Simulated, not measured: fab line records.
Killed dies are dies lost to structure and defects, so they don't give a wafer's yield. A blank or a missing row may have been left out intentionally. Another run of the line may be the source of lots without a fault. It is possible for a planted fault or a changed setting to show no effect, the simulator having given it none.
Matching of chambers    flow n5 finfet    4 sister chambers for N5_GATE_CUT_ETCH_28 on rie diel-06
The step etches underlayer in N2/H2, target depth 13 nm, time 10.4 s. 27 wafers are shown with their chamber, then 12 later ones without.

## WAFERS WITH THEIR CHAMBER
wafer   chamber  showerhead plenum p Torr (Torr)  throttle valve pct (%)  drypump motor current A (A)
L075.2  2        2.40                             18.01                   5.5
L075.5  1        2.68                             18.39                   6.3
L075.6  0        2.62                             18.31                   5.8
L078.3  0        2.62                             18.31                   5.8
L078.4  1        2.68                             18.42                   6.3
L078.5  1        2.68                             18.42                   6.3
L081.1  3        2.49                             17.85                   5.9
L081.3  2        2.40                             18.03                   5.4
L081.4  1        2.68                             18.41                   6.3
L082.2  2        2.40                             18.04                   5.4
L082.4  3        2.49                             17.87                   5.9
L082.5  3        2.49                             17.87                   5.9
L083.1  3        2.49                             17.87                   5.9
L083.4  0        2.61                             18.33                   5.8
L083.5  2        2.40                             18.04                   5.4
L085.2  3        2.48                             17.88                   5.9
L085.3  2        2.40                             18.05                   5.4
L085.4  0        2.61                             18.34                   5.9
L086.1  3        2.48                             17.86                   5.9
L086.3  1        2.67                             18.43                   6.3
L086.5  0        2.61                             18.33                   5.8
L087.1  3        2.48                             17.88                   5.9
L087.5  3        2.48                             17.89                   5.9
L087.6  2        2.39                             18.04                   5.4
L088.1  2        2.39                             18.06                   5.5
L088.2  0        2.61                             18.33                   5.8
L088.5  2        2.39                             18.06                   5.5

SIGNATURES (averages over the wafers above)
reading                   chamber 0  chamber 1  chamber 2  chamber 3  scatter within a chamber
showerhead plenum p Torr  2.6133     2.6780     2.3963     2.4850     0.00511
throttle valve pct        18.3250    18.4140    18.0412    17.8712    0.0142
drypump motor current A   5.817      6.300      5.438      5.900      0.0343
Rule: for each reading, subtract the chamber's mean from the wafer's reading, divide by that reading's scatter and square the result; add these up over the readings and take the root, which gives the wafer's distance from the chamber. The wafer belongs to the nearest chamber; if the next one is less than 2 further off, it can't be placed. The scatter: take each reading less its chamber's mean, square it, sum over the shown wafers, divide by the number of wafers less the number of chambers, and take the root.

## WAFERS WHOSE CHAMBER IS MISSING
wafer   showerhead plenum p Torr (Torr)  throttle valve pct (%)  drypump motor current A (A)
L089.1  2.39                             18.05                   5.5
L089.4  2.61                             18.36                   5.8
L089.5  2.48                             17.87                   5.9
L090.2  2.67                             18.46                   6.3
L090.3  2.61                             18.36                   5.8
L090.5  2.48                             17.93                   5.9
L093.3  2.67                             18.48                   6.3
L093.5  2.48                             17.91                   6.0
L093.6  2.39                             18.07                   5.4
L091.3  2.60                             17.92                   5.8
L091.4  2.60                             17.93                   5.8
L091.5  2.47                             17.91                   5.9

## CHAMBER TAKEN BY EACH
wafer    from the rows above   in truth
L089.1   2                     2
L089.4   0                     0
L089.5   3                     3
L090.2   1                     1
L090.3   0                     0
L090.5   3                     3
L093.3   1                     1
L093.5   3                     3
L093.6   2                     2
L091.3   3                     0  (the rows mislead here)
L091.4   3                     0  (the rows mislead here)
L091.5   3                     3
Placed correctly: 10 of 12. Not placeable from these rows: 0. Placed wrongly: 2.
